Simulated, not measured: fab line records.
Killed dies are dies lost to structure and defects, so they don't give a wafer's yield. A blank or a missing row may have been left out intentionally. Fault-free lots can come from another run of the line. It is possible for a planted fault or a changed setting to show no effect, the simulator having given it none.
fab line records + flow n5-finfet
[record]
- lots = 9
- wafers = 24
- last-day = 17
route steps=1938 shown BEOL_M2@883 BEOL_M4@1111
lots that met no fault: taken from a fault-free run of the same line
start-h: the number of hours between the record's first day and the start of the first shown wafer of the lot + wait-h: hours from the lot's prior step to this one + " as in the row above + L1.1+2: one row covering several wafers at once + - either no value or no given start + * or withheld: withheld + < > ~ a bound
route shown NAME@n: names a module that has steps shown in the file, with the first one's number in the route + usual: mean/standard deviation of fault-free wafers + same: alike in all rows + chamber/n: place in a boat + sites: each site's reading + _std_site: standard deviation of those values + _edge_site: mean of outer sites minus mean of inner sites + radius-mm: how far each site lies from the wafer's centre + mask NAME#n: copy n + behind: the tool/chamber that last shaped the wafer + hold: the reason the lot was held/the length of the hold in hours/how it ended + device: the transistor (n, p or np) that didn't switch + end of line: the tests these same wafers got at the end of their route + a step with no rows: only its recipe + killed: dies that structure and defects cost at the first sort, which is not the same as the wafer's yield + map: a wafer's dies, marking killed ones x, the rest . and places with no die _
set.NAME: the setting that was run; set.NAME@STEP: the one run at that earlier step + model.NAME: the simulator's own value behind a step, which no gauge read
steps of the route over a sample of lots; a table a step, a row a wafer
services: when a tool's chamber went out of use (start-h, in hours from the record's first day, below 0 if earlier), for how many hours, and the reason
[[steps]]
[step N5_BEOL_M2_ETCHBACK_99]
[recipe]
- chemistry = CHF3
- target = SiO2
- target-depth-a = 50
- time-s = 10.4
- source-w = 215
- bias-w = 47
- Ar_flow_sccm = 200
- CHF3_flow_sccm = 12
- ion-energy-ev = 100
- pressure-mtorr = 30
[usual]
- drypump-motor-current-A = 5.6/0.42
- oes_f_703_au = 0.81/0.082
- oes-product-au = 0.81/0.085
- rf-vpp-V = 241/4.7
- showerhead-plenum-p-Torr = 2.16/0.062
- throttle-valve-pct = 17.02/0.19
| lot.wafer | tool        | chamber | start-h | wait-h | drypump-motor-current-A | oes_f_703_au | oes-product-au | rf-hours-counter-h | rf-vpp-V | showerhead-plenum-p-Torr | throttle-valve-pct |
|-----------|-------------|---------|---------|--------|-------------------------|--------------|----------------|--------------------|----------|--------------------------|--------------------|
| L507.1    | rie-diel-05 | 2       | 167.38  | 1.2    | 5.8                     | 0.89         | 0.87           | 44                 | 244      | 2.09                     | 17.06              |
| L507.2    | "           | 3       | "       | "      | 6.3                     | 0.69         | 0.68           | 241                | 238      | 2.21                     | 17.29              |
| L507.4    | "           | 0       | "       | "      | 5.7                     | 0.78         | 0.80           | 93                 | 235      | 2.18                     | 16.74              |
| L509.2    | rie-diel-01 | 0       | 174.78  | 0.3    | 5.4                     | 0.88         | 0.87           | 63                 | 233      | 2.17                     | 16.82              |
| L509.3    | "           | 3       | "       | "      | 5.6                     | 0.67         | 0.69           | 222                | 244      | 2.22                     | 17.31              |
| L509.6    | "           | 1       | "       | "      | 6.1                     | 0.85         | 0.84           | -                  | 239      | 2.18                     | 17.10              |
| L512.5    | rie-diel-01 | 0       | 178.02  | 0.7    | 5.4                     | 0.88         | 0.87           | -                  | 235      | 2.17                     | 16.81              |
| L512.6    | "           | 3       | "       | "      | 5.6                     | 0.68         | 0.69           | -                  | 244      | 2.22                     | 17.32              |
| L513.1    | rie-diel-06 | 0       | 182.85  | 2.5    | 5.3                     | 0.75         | 0.75           | 160                | 239      | 2.14                     | 17.21              |
| L513.6    | "           | 2       | "       | "      | 5.3                     | 0.86         | 0.86           | -                  | 245      | 2.26                     | 16.78              |
| L514.4    | rie-diel-06 | 1       | 189.62  | 0.2    | 6.2                     | 0.71         | 0.70           | 216                | 236      | 2.05                     | 17.17              |
| L514.5    | "           | 3       | "       | "      | 5.1                     | 0.99         | 0.98           | -                  | 247      | 2.22                     | 16.95              |
| L514.6    | "           | 2       | "       | "      | 5.3                     | 0.85         | 0.86           | -                  | 245      | 2.25                     | 16.78              |
| L516.1    | rie-diel-06 | 3       | 222.31  | 7.5    | 5.1                     | 0.94         | 0.93           | 10                 | 247      | 2.21                     | 16.97              |
| L516.5    | "           | 0       | "       | "      | 5.4                     | 0.75         | 0.74           | -                  | 239      | 2.14                     | 17.24              |
| L523.1    | rie-diel-06 | 0       | 249.65  | 4.2    | 5.3                     | 0.74         | 0.71           | 185                | 239      | 2.13                     | 17.25              |
| L523.4    | "           | 1       | "       | "      | 6.1                     | 0.69         | 0.68           | 238                | 235      | 2.04                     | 17.23              |
| L523.5    | "           | 1       | "       | "      | 6.2                     | 0.69         | 0.68           | -                  | 237      | 2.04                     | 17.22              |
| L525.2    | rie-diel-06 | 1       | 273.35  | 8.4    | 6.1                     | 0.69         | 0.69           | 246                | 235      | 2.04                     | 17.24              |
| L525.3    | "           | 3       | "       | "      | 5.1                     | 0.90         | 0.89           | 22                 | 248      | 2.21                     | 16.99              |
| L525.6    | "           | 2       | "       | "      | 5.3                     | 0.82         | 0.82           | -                  | 245      | 2.24                     | 16.84              |
| L528.2    | rie-diel-01 | 2       | 284.91  | 3.4    | 4.9                     | 0.87         | 0.88           | 66                 | 249      | 2.18                     | 16.84              |
| L528.3    | "           | 0       | "       | "      | 5.4                     | 0.84         | 0.82           | 102                | 234      | 2.15                     | 16.88              |
| L528.5    | "           | 1       | "       | "      | 6.1                     | 0.80         | 0.79           | -                  | 238      | 2.17                     | 17.15              |
[step N5_BEOL_M2_STRIP_36]
[recipe]
- chemistry = N2/H2
- power-w = 450
- temp-c = 40
- pressure-mtorr = 20
- rf-frequency-hz = 6e+07
- overash-fraction = 0.3
- bias-power-w = 7
- h2-frac = 0.5
- n2-flow-sccm = 200
- h2-flow-sccm = 200
[usual]
- drypump-motor-current-A = 5.6/0.42
- h2-flow-sccm = 200.0/0.6
- n2-flow-sccm = 200.0/0.64
- oes-product-au = 0.81/0.082
- rf-vpp-V = 59.2/1.4
- showerhead-plenum-p-Torr = 2.55/0.078
- throttle-valve-pct = 23.68/0.21
| lot.wafer | tool        | chamber | start-h | wait-h | drypump-motor-current-A | h2-flow-sccm | n2-flow-sccm | oes-product-au | rf-hours-counter-h | rf-vpp-V | showerhead-plenum-p-Torr | throttle-valve-pct |
|-----------|-------------|---------|---------|--------|-------------------------|--------------|--------------|----------------|--------------------|----------|--------------------------|--------------------|
| L507.1    | rie-diel-05 | 2       | 167.58  | 0.0    | 5.8                     | 199.9        | 199.8        | 0.88           | 44                 | 61.4     | 2.47                     | 23.61              |
| L507.2    | "           | 3       | "       | "      | 6.2                     | 199.7        | 200.1        | 0.67           | 241                | 59.9     | 2.62                     | 23.80              |
| L507.4    | "           | 0       | "       | "      | 5.7                     | 199.1        | 199.7        | 0.78           | 93                 | 57.4     | 2.58                     | 23.53              |
| L509.2    | rie-diel-01 | 0       | 174.98  | 0.0    | 5.4                     | 200.1        | 199.8        | 0.87           | 63                 | 57.7     | 2.56                     | 23.39              |
| L509.3    | "           | 3       | "       | "      | 5.6                     | 200.0        | 200.1        | 0.68           | 222                | 58.6     | 2.61                     | 23.75              |
| L509.6    | "           | 1       | "       | "      | 6.1                     | 200.4        | 199.7        | 0.84           | -                  | 59.6     | 2.55                     | 23.57              |
| L512.5    | rie-diel-01 | 0       | 178.22  | 0.0    | 5.4                     | 198.9        | 200.2        | 0.87           | -                  | 57.6     | 2.56                     | 23.40              |
| L512.6    | "           | 3       | "       | "      | 5.6                     | 199.7        | 200.7        | 0.68           | -                  | 62.2     | 2.61                     | 23.76              |
| L513.1    | rie-diel-06 | 0       | 183.05  | 0.0    | 5.3                     | 200.4        | 200.7        | 0.73           | 160                | 58.5     | 2.55                     | 24.10              |
| L513.6    | "           | 2       | "       | "      | 5.3                     | 200.6        | 200.1        | 0.86           | -                  | 58.8     | 2.68                     | 23.52              |
| L514.4    | rie-diel-06 | 1       | 189.83  | 0.0    | 6.2                     | 199.6        | 199.9        | 0.69           | 216                | 58.3     | 2.40                     | 23.90              |
| L514.5    | "           | 3       | "       | "      | 5.2                     | 201.3        | 199.4        | 0.97           | -                  | 59.6     | 2.59                     | 23.50              |
| L514.6    | "           | 2       | "       | "      | 5.3                     | 201.1        | 199.4        | 0.87           | -                  | 58.4     | 2.68                     | 23.53              |
| L516.1    | rie-diel-06 | 3       | 222.52  | 0.0    | 5.1                     | 201.3        | 199.9        | 0.93           | 10                 | 58.4     | 2.59                     | 23.51              |
| L516.5    | "           | 0       | "       | "      | 5.4                     | 198.4        | 199.9        | 0.74           | -                  | 60.5     | 2.54                     | 24.14              |
| L523.1    | rie-diel-06 | 0       | 249.85  | 0.0    | 5.3                     | 200.3        | 198.9        | 0.72           | 185                | 60.1     | 2.54                     | 24.10              |
| L523.4    | "           | 1       | "       | "      | 6.2                     | 199.9        | 200.0        | 0.69           | 238                | 62.0     | 2.39                     | 23.91              |
| L523.5    | "           | 1       | "       | "      | 6.1                     | 200.1        | 199.7        | 0.69           | -                  | 59.0     | 2.39                     | 23.91              |
| L525.2    | rie-diel-06 | 1       | 273.55  | 0.0    | 6.2                     | 200.3        | 199.6        | 0.68           | 246                | 58.0     | 2.39                     | 23.94              |
| L525.3    | "           | 3       | "       | "      | 5.1                     | 200.5        | 199.8        | 0.90           | 22                 | 59.2     | 2.58                     | 23.56              |
| L525.6    | "           | 2       | "       | "      | 5.2                     | 200.3        | 200.2        | 0.83           | -                  | 61.4     | 2.67                     | 23.57              |
| L528.2    | rie-diel-01 | 2       | 285.12  | 0.0    | 4.9                     | 198.7        | 199.3        | 0.87           | 66                 | 58.4     | 2.58                     | 23.56              |
| L528.3    | "           | 0       | "       | "      | 5.4                     | 200.7        | 200.2        | 0.80           | 102                | 58.8     | 2.54                     | 23.43              |
| L528.5    | "           | 1       | "       | "      | 6.1                     | 200.1        | 200.0        | 0.79           | -                  | 58.1     | 2.53                     | 23.63              |
[step N5_BEOL_M2_TRENCH_ETCH_37]
[recipe]
- chemistry = C4F6/O2
- target-depth-a = 555.55
- target = SiOC
- time-s = 29.2
- ion-energy-ev = 250
- pressure-mtorr = 30
- source-w = 355
- bias-w = 185
- Ar_flow_sccm = 300
- C4F6_flow_sccm = 10
- O2_flow_sccm = 10
[usual]
- C4F6_flow_sccm = 10.00/0.031
- bias-w = 185.0/0.54
- drypump-motor-current-A = 5.6/0.42
- oes_f_703_au = 0.81/0.085
- oes-product-au = 0.81/0.084
- rf-vpp-V = 666/13
- showerhead-plenum-p-Torr = 2.86/0.078
- throttle-valve-pct = 20.82/0.19
| lot.wafer | tool        | chamber | start-h | wait-h | C4F6_flow_sccm | bias-w | drypump-motor-current-A | oes_f_703_au | oes-product-au | rf-hours-counter-h | rf-vpp-V | showerhead-plenum-p-Torr | throttle-valve-pct |
|-----------|-------------|---------|---------|--------|----------------|--------|-------------------------|--------------|----------------|--------------------|----------|--------------------------|--------------------|
| L507.1    | rie-diel-05 | 2       | 167.62  | -      | 9.98           | 186.0  | 5.8                     | 0.91         | 0.88           | 44                 | 677      | 2.76                     | 20.88              |
| L507.2    | "           | 3       | "       | "      | 10.02          | 185.2  | 6.3                     | 0.68         | 0.68           | 241                | 657      | 2.92                     | 21.04              |
| L507.4    | "           | 0       | "       | "      | 9.98           | 185.4  | 5.7                     | 0.79         | 0.80           | 93                 | 652      | 2.89                     | 20.55              |
| L509.2    | rie-diel-01 | 0       | 175.02  | -      | 10.02          | 185.1  | 5.4                     | 0.89         | 0.87           | 63                 | 648      | 2.87                     | 20.60              |
| L509.3    | "           | 3       | "       | "      | 9.99           | 184.6  | 5.6                     | 0.68         | 0.69           | 222                | 673      | 2.93                     | 21.08              |
| L509.6    | "           | 1       | "       | "      | 10.02          | 185.7  | 6.1                     | 0.86         | 0.84           | -                  | 661      | 2.89                     | 20.93              |
| L512.5    | rie-diel-01 | 0       | 178.26  | -      | 10.01          | 185.3  | 5.4                     | 0.90         | 0.87           | -                  | 647      | 2.87                     | 20.61              |
| L512.6    | "           | 3       | "       | "      | 9.95           | 183.9  | 5.6                     | 0.67         | 0.69           | -                  | 674      | 2.93                     | 21.09              |
| L513.1    | rie-diel-06 | 0       | 183.09  | -      | 10.04          | 184.6  | 5.3                     | 0.76         | 0.75           | 160                | 663      | 2.83                     | 20.98              |
| L513.6    | "           | 2       | "       | "      | 9.98           | 185.6  | 5.3                     | 0.84         | 0.86           | -                  | 677      | 2.98                     | 20.54              |
| L514.4    | rie-diel-06 | 1       | 189.87  | -      | 10.03          | 185.2  | 6.1                     | 0.70         | 0.69           | 216                | 652      | 2.71                     | 20.95              |
| L514.5    | "           | 3       | "       | "      | 9.99           | 184.4  | 5.1                     | 0.99         | 0.97           | -                  | 684      | 2.93                     | 20.79              |
| L514.6    | "           | 2       | "       | "      | 9.99           | 185.0  | 5.3                     | 0.84         | 0.85           | -                  | 676      | 2.98                     | 20.56              |
| L516.1    | rie-diel-06 | 3       | 222.56  | -      | 9.98           | 184.7  | 5.1                     | 0.94         | 0.92           | 10                 | 684      | 2.92                     | 20.82              |
| L516.5    | "           | 0       | "       | "      | 10.00          | 184.7  | 5.3                     | 0.74         | 0.73           | -                  | 662      | 2.83                     | 21.01              |
| L523.1    | rie-diel-06 | 0       | 249.89  | -      | 9.99           | 193.1  | 5.3                     | 0.74         | 0.73           | 185                | 685      | 2.82                     | 21.03              |
| L523.4    | "           | 1       | "       | "      | 10.00          | 194.2  | 6.1                     | 0.69         | 0.69           | 238                | 676      | 2.70                     | 20.98              |
| L523.5    | "           | 1       | "       | "      | 10.00          | 194.1  | 6.1                     | 0.70         | 0.69           | -                  | 675      | 2.70                     | 20.99              |
| L525.2    | rie-diel-06 | 1       | 273.59  | -      | 10.00          | 192.9  | 6.2                     | 0.69         | 0.69           | 246                | 676      | 2.70                     | 21.03              |
| L525.3    | "           | 3       | "       | "      | 10.02          | 194.1  | 5.1                     | 0.90         | 0.92           | 22                 | 707      | 2.92                     | 20.85              |
| L525.6    | "           | 2       | "       | "      | 9.99           | 193.0  | 5.3                     | 0.81         | 0.82           | -                  | 702      | 2.96                     | 20.61              |
| L528.2    | rie-diel-01 | 2       | 285.16  | -      | 9.95           | 184.2  | 4.9                     | 0.88         | 0.86           | 66                 | 685      | 2.88                     | 20.65              |
| L528.3    | "           | 0       | "       | "      | 10.03          | 184.7  | 5.4                     | 0.85         | 0.81           | 102                | 648      | 2.85                     | 20.65              |
| L528.5    | "           | 1       | "       | "      | 10.02          | 185.1  | 6.1                     | 0.81         | 0.79           | -                  | 661      | 2.87                     | 21.02              |
[step N5_BEOL_M2_CD_MEAS_35]
[recipe]
- target-cd-nm = 18
- target-cd-y-nm = 22.2
- polarity = opening
[usual]
- cd-nm = 18.0/0.43
| lot.wafer | tool      | chamber | start-h | wait-h | cd-nm |
|-----------|-----------|---------|---------|--------|-------|
| L507.1    | cd-sem-02 | -       | 167.93  | 0.0    | 18.6  |
| L507.2    | "         | -       | "       | "      | 18.4  |
| L507.4    | "         | -       | "       | "      | 17.9  |
| L509.2    | cd-sem-02 | -       | 175.33  | 0.0    | 18.2  |
| L509.3    | "         | -       | "       | "      | 17.6  |
| L509.6    | "         | -       | "       | "      | 18.1  |
| L512.5    | cd-sem-02 | -       | 178.56  | 0.0    | 17.4  |
| L512.6    | "         | -       | "       | "      | 17.7  |
| L513.1    | cd-sem-01 | -       | 183.51  | 0.0    | 17.6  |
| L513.6    | "         | -       | "       | "      | 17.7  |
| L514.4    | cd-sem-01 | -       | 190.19  | 0.0    | 18.2  |
| L514.5    | "         | -       | "       | "      | 18.3  |
| L514.6    | "         | -       | "       | "      | 18.0  |
| L516.1    | cd-sem-03 | -       | 222.86  | 0.0    | 18.7  |
| L516.5    | "         | -       | "       | "      | 17.8  |
| L523.1    | cd-sem-01 | -       | 250.20  | 0.0    | 18.5  |
| L523.4    | "         | -       | "       | "      | 18.4  |
| L523.5    | "         | -       | "       | "      | 18.4  |
| L525.2    | cd-sem-03 | -       | 273.90  | 0.0    | 18.0  |
| L525.3    | "         | -       | "       | "      | 18.6  |
| L525.6    | "         | -       | "       | "      | 18.6  |
| L528.2    | cd-sem-03 | -       | 285.47  | 0.0    | 17.7  |
| L528.3    | "         | -       | "       | "      | 18.4  |
| L528.5    | "         | -       | "       | "      | 17.5  |
[step N5_BEOL_M4_RC_MEAS_101]
[usual]
- DIBL_N = 36.0/1.7
- DIBL_P = 36.2/2.3
- IOFF_N = 0.16/0.03
- IOFF_P = 0.21/0.036
- ION_N = 679/11
- ION_P = 465/7.1
- SS_N = 71.4/0.58
- SS_P = 73.3/0.75
- VT_N = 249/3.1
- VT_P = -251/3.5
| lot.wafer | tool      | chamber | start-h | wait-h | DIBL_N[mV/V] | DIBL_P[mV/V] | IOFF_N[nA/um] | IOFF_P[nA/um] | ION_N[uA/um] | ION_P[uA/um] | SS_N[mV/dec] | SS_P[mV/dec] | VT_N[mV] | VT_P[mV] |
|-----------|-----------|---------|---------|--------|--------------|--------------|---------------|---------------|--------------|--------------|--------------|--------------|----------|----------|
| L507.1    | prober-01 | 0       | 195.63  | 0.0    | 35.6         | 34.1         | 0.13          | 0.19          | 674          | 466          | 70.8         | 73.0         | 251      | -250     |
| L507.2    | "         | 0       | "       | "      | 35.3         | 33.5         | 0.13          | 0.18          | 663          | 456          | 70.8         | 74.0         | 251      | -252     |
| L507.4    | "         | 0       | "       | "      | 34.7         | 32.8         | 0.12          | 0.17          | 664          | 458          | 70.5         | 72.7         | 250      | -253     |
| L509.2    | prober-01 | 0       | 206.58  | 0.2    | 34.5         | 36.6         | 0.17          | 0.26          | 682          | 477          | 70.6         | 72.9         | 245      | -245     |
| L509.3    | "         | 0       | "       | "      | 35.3         | 36.7         | 0.18          | 0.25          | 685          | 473          | 71.1         | 72.7         | 245      | -245     |
| L509.6    | "         | 0       | "       | "      | 32.5         | 32.8         | 0.12          | 0.18          | 666          | 460          | 70.1         | 71.6         | 253      | -249     |
| L513.1    | prober-01 | 0       | 210.02  | 0.0    | 37.9         | 40.0         | 0.17          | 0.19          | 677          | 452          | 72.1         | 74.2         | 251      | -259     |
| L513.6    | "         | 0       | "       | "      | 38.0         | 40.4         | 0.19          | 0.20          | 688          | 453          | 72.6         | 74.5         | 248      | -258     |
| L512.5    | prober-01 | 0       | 214.48  | 0.6    | 34.2         | 34.3         | 0.13          | 0.19          | 670          | 454          | 71.1         | 73.6         | 251      | -250     |
| L512.6    | "         | 0       | "       | "      | 36.1         | 35.9         | 0.17          | 0.21          | 683          | 465          | 72.0         | 73.6         | 249      | -251     |
| L514.4    | prober-01 | 0       | 230.55  | 0.5    | 35.2         | 36.6         | 0.13          | 0.20          | 650          | 455          | 71.3         | 74.1         | 254      | -251     |
| L514.5    | "         | 0       | "       | "      | 36.2         | 37.4         | 0.15          | 0.22          | 667          | 455          | 71.1         | 72.5         | 251      | -250     |
| L514.6    | "         | 0       | "       | "      | 35.6         | 35.9         | 0.14          | 0.18          | 665          | 458          | 71.6         | 73.0         | 254      | -254     |
| L516.1    | prober-01 | 0       | 250.71  | 0.0    | 33.8         | 34.2         | 0.14          | 0.20          | 687          | 469          | 71.0         | 72.1         | 248      | -251     |
| L516.5    | "         | 0       | "       | "      | 33.5         | 33.8         | 0.14          | 0.19          | 684          | 473          | 70.9         | 73.0         | 249      | -251     |
| L523.1    | prober-02 | 0       | 280.22  | 0.0    | 39.7         | 41.2         | 0.23          | 0.28          | 703          | 477          | 72.0         | 73.9         | 244      | -247     |
| L523.4    | "         | 0       | "       | "      | 36.6         | 37.7         | 0.15          | 0.22          | 672          | 469          | 71.9         | 73.8         | 249      | -250     |
| L523.5    | "         | 0       | "       | "      | 36.5         | 37.4         | 0.15          | 0.20          | 681          | 469          | 71.9         | 72.5         | 249      | -250     |
| L525.2    | prober-02 | 0       | 306.69  | 0.2    | 36.4         | 37.7         | 0.16          | 0.22          | 681          | 469          | 71.8         | 73.6         | 249      | -251     |
| L525.3    | "         | 0       | "       | "      | 37.2         | 38.2         | 0.18          | 0.23          | 680          | 464          | 71.8         | 74.4         | 249      | -252     |
| L525.6    | "         | 0       | "       | "      | 38.1         | 39.5         | 0.20          | 0.25          | 699          | 476          | 71.8         | 74.7         | 245      | -249     |
| L528.2    | prober-01 | 0       | 316.38  | 0.2    | 37.0         | 37.6         | 0.16          | 0.22          | 687          | 469          | 71.7         | 73.4         | 250      | -251     |
| L528.3    | "         | 0       | "       | "      | 36.6         | 37.2         | 0.17          | 0.22          | 683          | 462          | 71.3         | 73.8         | 247      | -252     |
| L528.5    | "         | 0       | "       | "      | 38.6         | 39.7         | 0.20          | 0.27          | 688          | 470          | 72.0         | 74.9         | 245      | -249     |
[[services]]
| tool        | chamber | start-h | hours | kind                          |
|-------------|---------|---------|-------|-------------------------------|
| rie-diel-06 | 3       | 166.60  | -     | clean                         |
| rie-diel-06 | 3       | 166.60  | -     | consumable-replace:focus-ring |
| rie-diel-05 | 3       | 194.37  | -     | clean                         |
| rie-diel-05 | 3       | 194.37  | -     | consumable-replace:focus-ring |
| rie-diel-05 | 3       | 194.37  | 13.7  | scheduled-down                |
| rie-diel-05 | 3       | 194.37  | 13.7  | vent-cycle                    |
| rie-diel-06 | 3       | 225.92  | 16.6  | repair                        |
| rie-diel-01 | 3       | 263.49  | 2.6   | repair                        |
| rie-diel-01 | 3       | 266.36  | -     | clean                         |
| rie-diel-01 | 3       | 266.36  | -     | consumable-replace:focus-ring |
| rie-diel-01 | 3       | 266.36  | 24.7  | scheduled-down                |
| rie-diel-01 | 3       | 266.36  | 24.7  | vent-cycle                    |
[[key]]
[first-sign]
- step = N5_BEOL_M2_TRENCH_ETCH_37
- reading = bias-w
- direction = up
- sigmas = 16
- usual = *
- struck = *
[effect]
- step = N5_BEOL_M2_TRENCH_ETCH_37
- reading = rf-vpp-V
- direction = up
- sigmas = 1.6
- usual = 666
- struck = 687
met-at N5_BEOL_M2_TRENCH_ETCH_37
struck-lots L523,L525
not-acting-at N5_BEOL_M2_ETCHBACK_99,N5_BEOL_M2_STRIP_36,N5_BEOL_M2_CD_MEAS_35
onset-between 222.56 249.89
[fault]
- kind = process-parameter-drift
- tool = rie-diel-06
- chamber = -
- onset-h = 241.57
- steps = N5_BEOL_M2_TRENCH_ETCH_37
- channel = bias-w
- offset = *
- shape = step
- end-h = 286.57
- acts-in = *
- stated = *
